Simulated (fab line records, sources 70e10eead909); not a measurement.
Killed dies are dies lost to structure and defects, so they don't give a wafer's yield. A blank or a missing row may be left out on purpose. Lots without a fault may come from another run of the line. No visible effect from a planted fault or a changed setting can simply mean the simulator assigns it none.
fab line records	flow nand_harc
record lots=14	wafers=42	last_day=24
route steps=1159 shown A_STAIRCASE@615 END@1159
lots with no fault: from the same line, run without faults
start_h: hours from the record's first day to the start of the lot's first wafer shown	wait_h: how many hours have passed since the lot's step before this one	" unchanged from the row above	L1.1+2: one row covering several wafers at once	- no value, or no start was given	* or withheld: withheld	< > ~ a bound
route shown NAME@n: names a module that has steps shown in the file, with the first one's number in the route	usual: mean and standard deviation over wafers with no fault	same: alike in all rows	chamber/n: place in a boat	sites: readings site by site	_std_site: their standard deviation	_edge_site: inner sites' mean taken away from outer sites' mean	radius_mm: for every site, how far away it sits from the centre of the wafer	mask NAME#n: copy n	behind: the last tool/chamber to shape the wafer	hold: what put the lot on hold/how long, in hours/how the hold closed	device: names the non-switching transistor (n, p or np)	end of line: the same wafers' tests at the end of the route	for a step that has no rows: nothing shown but its recipe	killed: not the wafer's yield, but the dies lost to structure and defects at the first sort	map: dies across one wafer; x = killed, . = not, _ = none there
set.NAME: the run value of the setting; set.NAME@STEP: its run value at that earlier step	model.NAME: the simulator's own value behind a step, which no gauge read
steps of the route over a sample of lots; a table a step, a row a wafer
services: from which hour (start_h, from the record's first day; less than 0 if before it) a tool's chamber was out of use, for how many hours, and why
## steps
# step NHARC_A_STAIRCASE_ETCH_221
# recipe target_depth_a=1000	time_s=40.5	ion_energy_ev=400	c4f8_flow_sccm=20	o2_flow_sccm=10	ar_flow_sccm=withheld	rf_w=600	bias_w=1000	chemistry=C4F8/O2
# usual oes_product_au=0.932/0.016	rf_vpp_V=898/5
lot.wafer	tool	chamber	start_h	wait_h	oes_product_au	rf_hours_counter_h	rf_vpp_V
L311.4	rie_diel-06	3	-	-	0.930	60	899
L311.2	"	0	"	"	0.909	63	898
L311.6	"	2	"	"	0.918	-	901
L312.1	rie_diel-06	0	-	-	0.940	1	899
L312.3	"	3	"	"	0.934	1	902
L312.6	"	3	"	"	0.934	-	901
L316.4	rie_diel-13	3	-	-	0.920	58	886
L316.1	"	0	"	"	0.913	61	886
L316.6	"	1	"	"	0.918	-	896
L314.4	rie_diel-06	1	-	-	0.941	4	892
L314.2	"	2	"	"	0.963	3	902
L314.5	"	1	"	"	0.937	-	893
L315.1	rie_diel-07	0	-	-	0.958	13	903
L315.5	"	0	"	"	0.948	-	903
L315.6	"	1	"	"	0.936	-	897
L317.4	rie_diel-07	0	-	-	0.928	19	901
L317.1	"	1	"	"	0.921	18	899
L317.2	"	2	"	"	0.908	18	906
L319.4	rie_diel-06	3	-	-	0.924	12	901
L319.5	"	0	"	"	0.940	-	898
L319.6	"	1	"	"	0.916	-	892
L318.2	rie_diel-13	1	-	-	0.913	2	897
L318.6	"	0	"	"	0.926	-	906
L318.4	"	3	"	"	0.921	-	886
L320.2	rie_diel-06	3	-	-	0.930	15	901
L320.5	"	1	"	"	0.947	-	891
L320.6	"	2	"	"	0.977	-	902
L321.2	rie_diel-07	1	-	-	0.929	25	897
L321.3	"	2	"	"	0.924	26	905
L321.5	"	0	"	"	0.942	-	901
L324.1	rie_diel-06	2	-	-	0.966	19	903
L324.6	"	3	"	"	0.953	-	902
L324.5	"	0	"	"	0.980	-	900
L329.2	rie_diel-13	2	-	-	0.926	12	894
L329.4	"	0	"	"	0.933	24	905
L329.6	"	2	"	"	0.922	-	894
L333.4	rie_diel-06	3	-	-	0.919	44	901
L333.1	"	0	"	"	0.916	45	898
L333.5	"	3	"	"	0.925	-	900
L334.4	rie_diel-06	0	-	-	0.927	46	899
L334.3	"	1	"	"	0.906	45	891
L334.6	"	1	"	"	0.913	-	892
# step NHARC_A_STAIRCASE_ETCH_223
# recipe target_depth_a=1000	time_s=40.5	ion_energy_ev=400	c4f8_flow_sccm=20	o2_flow_sccm=10	ar_flow_sccm=withheld	rf_w=600	bias_w=1000	chemistry=C4F8/O2
# usual oes_product_au=0.936/0.013	rf_vpp_V=898/5.1
lot.wafer	tool	chamber	start_h	wait_h	oes_product_au	rf_hours_counter_h	rf_vpp_V
L311.4	rie_diel-06	3	-	-	0.922	60	902
L311.2	"	2	"	"	0.951	56	903
L311.6	"	0	"	"	0.921	-	900
L312.1	rie_diel-06	0	-	-	0.941	1	898
L312.3	"	1	"	"	0.934	1	894
L312.6	"	1	"	"	0.929	-	894
L316.1	rie_diel-13	3	-	-	0.930	58	890
L316.4	"	2	"	"	0.928	61	894
L316.6	"	0	"	"	0.934	-	888
L314.2	rie_diel-06	3	-	-	0.923	5	903
L314.4	"	0	"	"	0.948	5	899
L314.5	"	2	"	"	0.962	-	904
L315.1	rie_diel-07	2	-	-	0.925	13	906
L315.6	"	3	"	"	0.965	-	898
L315.5	"	0	"	"	0.944	-	903
L317.1	rie_diel-07	3	-	-	0.962	20	899
L317.2	"	0	"	"	0.941	19	903
L317.4	"	1	"	"	0.931	18	898
L319.4	rie_diel-06	3	-	-	0.926	13	902
L319.6	"	0	"	"	0.960	-	899
L319.5	"	1	"	"	0.940	-	893
L318.2	rie_diel-13	3	-	-	0.924	2	888
L318.6	"	0	"	"	0.924	-	905
L318.4	"	1	"	"	0.910	-	897
L320.2	rie_diel-06	2	-	-	0.972	14	903
L320.6	"	0	"	"	0.943	-	899
L320.5	"	1	"	"	0.945	-	892
L321.3	rie_diel-07	3	-	-	0.956	27	899
L321.2	"	1	"	"	0.934	25	897
L321.5	"	2	"	"	0.924	-	907
L324.1	rie_diel-06	3	-	-	0.945	21	902
L324.6	"	0	"	"	0.963	-	899
L324.5	"	1	"	"	0.921	-	892
L329.2	rie_diel-13	1	-	-	0.932	24	896
L329.4	"	2	"	"	0.941	13	893
L329.6	"	1	"	"	0.923	-	896
L333.1	rie_diel-06	1	-	-	0.913	43	892
L333.4	"	2	"	"	0.949	42	902
L333.5	"	0	"	"	0.935	-	898
L334.3	rie_diel-06	2	-	-	0.951	44	901
L334.4	"	3	"	"	0.937	46	901
L334.6	"	0	"	"	0.944	-	898
# step NHARC_A_STAIRCASE_STRIP_238
# recipe power_w=1500	temp_c=250	chemistry=O2
# usual drypump_motor_current_A=5.8/0.32	heater_power_w=352/30
lot.wafer	tool	chamber	start_h	wait_h	drypump_motor_current_A	heater_power_w	rf_hours_counter_h
L311.2	plasma_asher-01	0	237.05	0.1	5.9	397	48
L311.4	"	0	"	"	5.9	402	-
L311.6	"	1	"	"	6.0	314	-
L312.1	plasma_asher-01	0	256.75	0.1	5.9	407	53
L312.3	"	0	"	"	5.9	400	-
L312.6	"	0	"	"	5.9	402	-
L316.1	plasma_asher-01	1	268.30	0.1	6.1	315	56
L316.4	"	0	"	"	5.9	414	-
L316.6	"	0	"	"	5.9	407	-
L314.2	plasma_asher-01	1	268.90	0.1	6.1	314	57
L314.4	"	1	"	"	6.1	315	-
L314.5	"	0	"	"	5.9	406	-
L315.1	plasma_asher-02	1	273.76	0.1	5.5	377	27
L315.6	"	1	"	"	5.5	367	-
L315.5	"	0	"	"	5.3	330	-
L317.2	plasma_asher-02	0	284.78	0.1	5.3	328	32
L317.1	"	1	"	"	5.5	362	32
L317.4	"	1	"	"	5.5	362	-
L319.4	plasma_asher-01	1	289.34	0.2	6.1	318	-
L319.6	"	0	"	"	6.0	381	-
L319.5	"	1	"	"	6.1	323	-
L318.2	plasma_asher-01	0	291.28	0.1	5.9	377	2
L318.4	"	0	"	"	5.9	388	-
L318.6	"	1	"	"	6.0	325	-
L320.2	plasma_asher-01	1	300.27	0.1	6.0	320	4
L320.5	"	0	"	"	5.9	374	-
L320.6	"	1	"	"	6.1	313	-
L321.2	plasma_asher-02	1	300.80	0.2	5.5	370	38
L321.3	"	1	"	"	5.4	378	-
L321.5	"	1	"	"	5.5	373	-
L324.1	plasma_asher-02	0	317.14	0.1	5.3	322	42
L324.5	"	1	"	"	5.5	373	-
L324.6	"	0	"	"	5.3	335	-
L329.2	plasma_asher-02	0	347.01	0.1	5.3	327	54
L329.4	"	0	"	"	5.3	331	-
L329.6	"	1	"	"	5.5	373	-
L333.1	plasma_asher-01	0	377.66	0.1	5.9	384	34
L333.4	"	1	"	"	6.1	322	-
L333.5	"	0	"	"	5.9	379	-
L334.3	plasma_asher-01	0	382.00	0.2	5.9	375	-
L334.4	"	1	"	"	6.1	322	-
L334.6	"	1	"	"	6.1	322	-
# step NHARC_A_STAIRCASE_HM_DEP_456
# recipe target_thk_a=15000	temp_c=400	material=aC
# usual throttle_valve_pct=34.998/0.0089
lot.wafer	tool	chamber	start_h	wait_h	throttle_valve_pct
L311.2	acl_dep-02	0	239.87	-	34.999
L311.4	"	0	"	"	35.008
L311.6	"	0	"	"	34.991
L312.1	acl_dep-02	0	260.06	-	35.010
L312.3	"	0	"	"	35.005
L312.6	"	0	"	"	35.009
L316.1	acl_dep-02	0	270.75	-	35.009
L316.4	"	0	"	"	34.985
L316.6	"	0	"	"	34.998
L314.2	acl_dep-01	0	271.88	-	34.995
L314.4	"	0	"	"	34.996
L314.5	"	0	"	"	35.002
L315.1	acl_dep-03	0	276.71	-	34.996
L315.5	"	0	277.93	-	34.980
L315.6	"	0	"	"	35.008
L317.1	acl_dep-02	0	288.84	-	35.002
L317.2	"	0	"	"	35.007
L317.4	"	0	"	"	35.002
L319.4	acl_dep-02	0	292.67	-	34.993
L319.5	"	0	"	"	35.006
L319.6	"	0	"	"	35.009
L318.2	acl_dep-03	0	296.03	-	35.006
L318.4	"	0	"	"	35.007
L318.6	"	0	"	"	34.991
L320.2	acl_dep-03	0	308.62	-	34.999
L320.5	"	0	"	"	34.990
L320.6	"	0	"	"	35.006
L321.2	acl_dep-02	0	308.91	-	34.992
L321.3	"	0	"	"	34.981
L321.5	"	0	"	"	35.005
L321.2	acl_dep-02	0	312.93	3.7	34.997
L321.3	"	0	"	"	34.993
L321.5	"	0	"	"	35.006
L324.1	acl_dep-01	0	319.62	-	35.000
L324.5	"	0	320.84	-	35.001
L324.6	"	0	"	"	35.011
L324.1	acl_dep-02	0	322.56	2.6	34.994
L324.5	"	0	323.78	2.6	34.984
L324.6	"	0	"	"	34.999
L329.2	acl_dep-03	0	350.43	-	34.990
L329.4	"	0	"	"	35.007
L329.6	"	0	"	"	35.002
L333.1	acl_dep-02	0	380.24	-	35.000
L333.4	"	0	"	"	34.997
L333.5	"	0	"	"	35.008
L334.3	acl_dep-02	0	386.85	-	34.990
L334.4	"	0	"	"	34.980
L334.6	"	0	"	"	34.995
# step NHARC_END_SORT_01
# recipe temp_c=25
# usual killed_at_array=25/7.8	killed_at_other=0.6/0.81	killed_at_periphery=3.3/2.2	killed_dies=29/8.2	killed_open=3.5/1.9	killed_short=1.8/1.3
# same gross_dies=677
lot.wafer	tool	chamber	start_h	wait_h	killed_at_array	killed_at_other	killed_at_periphery	killed_dies	killed_open	killed_short
L324.1	prober-01	0	540.36	2.5	17	1	5	23	8	2
L324.5	prober-01	0	543.59	3.7	18	0	7	25	3	2
L324.6	prober-01	0	544.40	4.0	26	0	0	26	3	1
L321.2	prober-01	0	550.92	2.8	30	0	6	36	5	1
L321.5	prober-01	0	553.34	3.7	26	2	4	32	2	5
# killed by level:class
L324.1 A_CHANNEL_HOLE_D1:chamber_film_flake=8 A_CONTACT:geometric_particle:open=3 P_ZERO_WELL:chamber_film_flake=2 P_GATE:chamber_film_flake=2 P_M0:geometric_particle:open=1 A_CHANNEL_FILL_D1:geometric_particle:open=1 A_CHANNEL_FILL_D1:geometric_particle:short=1 A_WL_FILL:geometric_particle:short=1
L324.5 A_CHANNEL_HOLE_D1:chamber_film_flake=12 P_ZERO_WELL:chamber_film_flake=7 A_CHANNEL_FILL_D1:geometric_particle:short=1 A_WL_FILL:geometric_particle:short=1 A_CONTACT:geometric_particle:open=1 A_BLC:geometric_particle:open=1 A_M0:geometric_particle:open=1 A_CONTACT:chamber_film_flake=1
L324.6 A_CHANNEL_HOLE_D1:chamber_film_flake=19 A_CHANNEL_FILL_D1:geometric_particle:short=1 A_CONTACT:geometric_particle:open=1 A_BLC:geometric_particle:open=1 A_M0:geometric_particle:open=1 A_STAIRCASE:chamber_film_flake=1 A_SLIT:chamber_film_flake=1 A_CONTACT:chamber_film_flake=1
L321.2 A_CHANNEL_HOLE_D1:chamber_film_flake=10 A_SLIT:chamber_film_flake=8 A_CONTACT:chamber_film_flake=6 A_CONTACT:geometric_particle:open=3 P_STI:chamber_film_flake=2 A_ONON_D1:geometric_particle:open=1 A_STAIRCASE:geometric_particle:short=1 A_M0:geometric_particle:open=1
L321.5 A_SLIT:chamber_film_flake=10 A_CHANNEL_HOLE_D1:chamber_film_flake=7 A_CONTACT:chamber_film_flake=3 P_ZERO_WELL:chamber_film_flake=2 P_GATE:chamber_film_flake=2 A_SOURCE_PLATE:geometric_particle:short=1 A_ONON_D1:geometric_particle:short=1 A_CHANNEL_FILL_D1:geometric_particle:short=1
## services
tool	chamber	start_h	hours	kind
rie_diel-13	3	218.18	5.8	repair
rie_diel-06	0	220.29	-	clean
rie_diel-06	1	220.29	-	clean
rie_diel-06	2	220.29	-	clean
rie_diel-06	3	220.29	-	clean
rie_diel-07	3	222.34	4.9	repair
acl_dep-03	-	223.13	13.0	pm
rie_diel-06	2	225.22	6.5	repair
rie_diel-07	-	228.74	9.0	pm
rie_diel-06	2	239.20	17.2	repair
rie_diel-06	-	241.58	9.0	pm
rie_diel-06	0	241.58	9.0	vent_cycle
rie_diel-06	1	241.58	9.0	vent_cycle
rie_diel-13	-	276.13	9.0	pm
plasma_asher-01	-	276.40	9.0	pm
rie_diel-13	2	286.64	8.8	repair
acl_dep-01	-	295.94	13.0	pm
rie_diel-06	1	303.21	7.4	repair
rie_diel-07	1	304.31	1.4	repair
acl_dep-01	-	312.68	1.6	repair
rie_diel-06	-	323.32	2.1	repair
rie_diel-06	0	338.06	2.3	repair
acl_dep-02	-	350.86	13.0	pm
plasma_asher-02	-	360.32	9.0	pm
## key
first_sign step=NHARC_A_STAIRCASE_HM_DEP_456	reading=visit	direction=added
effect none on later readings
met_at NHARC_A_STAIRCASE_HM_DEP_456
struck_lots L321,L324
rows_end L321.3
tester_left_out L321,L324
not_acting_at NHARC_A_STAIRCASE_ETCH_221,NHARC_A_STAIRCASE_ETCH_223,NHARC_A_STAIRCASE_STRIP_238
fault kind=repeated_step_whole	tool=acl_dep-01,acl_dep-02,acl_dep-03	chamber=-	onset_h=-	steps=NHARC_A_STAIRCASE_HM_DEP_456	times=1	scope=struck_lots_only
# tester_left_out: of these lots the tester's yield and bins aren't shown, on N5 and GAA mostly nor the transistor test; their killed dies are dies lost to structure and defects alone, not to doping, threshold or leakage, so they don't give the yield
# rows_end: these wafers met a further fault down the route, and their rows from its step on are left out
